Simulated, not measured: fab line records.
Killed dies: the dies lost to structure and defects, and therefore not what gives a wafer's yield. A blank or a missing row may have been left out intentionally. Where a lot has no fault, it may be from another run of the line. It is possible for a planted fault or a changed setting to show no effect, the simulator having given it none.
8D (eight disciplines) problem report, filled in by code / flow nand harc / the parts of the form that need people (team, actions taken, sign-off) are left out

== 1. THE ISSUE ==
cd nm at NHARC_P_GATE_CD_MEAS_26 reads a mean of 114.0 nm on 2 wafers of 2 lots; wafers without a fault read 119.8 nm with a standard deviation of 0.56. That is -10 standard deviations from the usual mean.
The step: target cd 120 nm.
First seen on wafer L729.5, day 11 06:35, on cd sem-02. Wafers with a number at this step in the record: 36, from 12 lots. Rule for "out" (also "out of limits"): further than 4 standard deviations from the usual mean. Any other wafer with a number is counted as sound.

== 2. WHAT THIS IS AND IS NOT ==
question=which readings at this step | is=cd nm | is not=-
question=which lots | is=L729, L731 | is not=L716, L718, L719, L720, L721, L723, L725, L736, L737, L739
question=which wafers of those lots | is=L729.5, L731.4 | is not=L729.3, L729.6, L731.2, L731.6
question=read on which gauges | is=cd sem-02, cd sem-03 | is not=cd sem-01
question=when | is=from day 11 06:35 | is not=up to then (23 sound wafers); but 11 sound wafers of L731, L736, L737, L739 came after

== 3. WHAT RULES OUT EACH SUSPECT ==
Counting: any tool at a process step up to the reading remains a suspect provided it ran every lot that is out. Sound lots after the first of them don't rule it out here, since some wafers of a struck lot are sound.
- the gauge at NHARC_P_GATE_CD_MEAS_26: ruled out. The wafers that are out were read on 2 gauges (cd sem-02, cd sem-03).
- litho track-06 at NHARC_P_GATE_PEB_24 (peb time 65 s): kept. Ran every lot that is out, first one L729 (day 11 06:30); last sound lot up to then L716 (day 5 05:27).
Remaining after the count: litho track-06 at NHARC_P_GATE_PEB_24.

== 4. THE CAUSE (what the simulator had put in) ==
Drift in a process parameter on litho track-06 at NHARC_P_GATE_PEB_24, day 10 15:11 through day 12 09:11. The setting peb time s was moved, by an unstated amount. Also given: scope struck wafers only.
This tool alone remained once counting was done.

== 5. THE CHAIN OF EFFECTS, in route order ==
One row per reading whose mean, taken over the struck wafers that have a number, lies over 3 standard deviations from the usual. Readings are gone through only where the record gives a usual standard deviation; hours: the median, over the lots, of the time from a lot's start at the first step in this table giving one to that lot's start at this step; sigmas: the change measured in usual standard deviations.
hours=0; step=NHARC_P_GATE_CD_MEAS_26; reading=cd nm; usual=119.8 nm; on struck wafers=114.0; change=-5.8; sigmas=-10

== 6. HOW IT WOULD HAVE BEEN CAUGHT EARLIER ==
In this record the first reading out of limits at a measuring or inspecting step was taken at day 11 06:35, 15 hours after the fault began at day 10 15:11.
Of the tool readings at NHARC_P_GATE_PEB_24 for which the record gives a usual standard deviation, none was out on any struck wafer, so an alarm limit of 4 standard deviations on them would not have fired.
Lots out: 2; of these, L731 started NHARC_P_GATE_PEB_24 on litho track-06 after day 11 06:35. It would have been spared by a hold on the tool at that moment.
